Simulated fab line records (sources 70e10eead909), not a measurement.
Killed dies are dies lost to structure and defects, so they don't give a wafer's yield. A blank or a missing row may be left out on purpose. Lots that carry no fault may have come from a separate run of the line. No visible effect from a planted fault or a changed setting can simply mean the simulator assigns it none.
Which tool was responsible?    flow nand harc    18 wafers from 6 lots sampled at 4 of the route's 1302 steps

WHAT THE GAUGES SHOWED, per wafer
NHARC_A_ONON_D2_THK_MEAS_08: measures by ellipsometry.
lot   measured      on             thk nm (nm)
L820  day 12 20:22  film metro-02  1000 1002 1002
L822  day 13 18:06  film metro-02  1010 1011 1012
L825  day 14 23:41  film metro-02  998 998 998
L828  day 16 16:29  film metro-01  992 994 992
L831  day 17 06:46  film metro-01  1009 1008 1010
L834  day 18 12:30  film metro-02  1441 1002 1002

TOOL THAT RAN EACH LOT (tool first, then ch and the chambers of the sampled wafers, then the start)
lot   NHARC_A_CHANNEL_HOLE_D1_ETCH_21   NHARC_A_CHANNEL_HOLE_D1_ETCH_24   NHARC_A_ONON_D2_DEP_06
L820  har etch-02 ch 0,1, day 9 00:22   har etch-02 ch 0,1, day 9 02:04   pecvd onon-02 ch 0, day 12 19:54
L822  har etch-01 ch 0,1, day 9 18:29   har etch-01 ch 0,1, day 9 20:11   pecvd onon-03 ch 0, day 13 17:34
L825  har etch-01 ch 1, day 11 05:59    har etch-01 ch 1, day 11 07:46    pecvd onon-03 ch 0, day 14 23:14
L828  har etch-02 ch 0,1, day 12 10:43  har etch-02 ch 0,1, day 12 12:26  pecvd onon-04 ch 0, day 16 16:02
L831  har etch-02 ch 0,1, day 13 12:10  har etch-02 ch 0,1, day 13 14:02  pecvd onon-04 ch 0, day 17 06:22
L834  har etch-02 ch 0,1, day 14 18:46  har etch-02 ch 0,1, day 14 20:35  pecvd onon-04 ch 0, day 18 12:07
- NHARC_A_CHANNEL_HOLE_D1_ETCH_21: etches the open film in C4F8/O2/Ar, time 514.3 s, target depth 1600 nm.
- NHARC_A_CHANNEL_HOLE_D1_ETCH_24: etches the open film in C4F8/O2/Ar, time 906.2 s, target depth 1500 nm.
- NHARC_A_ONON_D2_DEP_06: target thk 1000 nm.

THE ANSWER, worked out from the rows above alone
Rule: the usual values come from the lots themselves. Put in order of their means at a reading, lots are off if they are a third of the lots or fewer, leave a main group of 4 or more, and stand apart from it by a gap of 3 or more times the standard deviation of the main group's means; of several such gaps the widest counts. If all means in a main group match to the digits the tables above print for the reading, that group is not used. Also off: a lot with no number at a reading for which 4 or more lots have one. All remaining lots with rows at the step are treated as sound.
Off: L834, at NHARC_A_ONON_D2_THK_MEAS_08 (thk nm). The main group has a mean of 1002 nm with a standard deviation of 6.8.
A tool fits if, at a process step before that reading, it ran every lot that is off, and no sound lot after the first of them. The gauges at NHARC_A_ONON_D2_THK_MEAS_08 are tried like those tools. Can't be told from this: 3 tools fit, har etch-02 at NHARC_A_CHANNEL_HOLE_D1_ETCH_21 and NHARC_A_CHANNEL_HOLE_D1_ETCH_24, pecvd onon-04 at NHARC_A_ONON_D2_DEP_06, film metro-02 at NHARC_A_ONON_D2_THK_MEAS_08.

WHAT THE SIMULATOR HAD INSERTED
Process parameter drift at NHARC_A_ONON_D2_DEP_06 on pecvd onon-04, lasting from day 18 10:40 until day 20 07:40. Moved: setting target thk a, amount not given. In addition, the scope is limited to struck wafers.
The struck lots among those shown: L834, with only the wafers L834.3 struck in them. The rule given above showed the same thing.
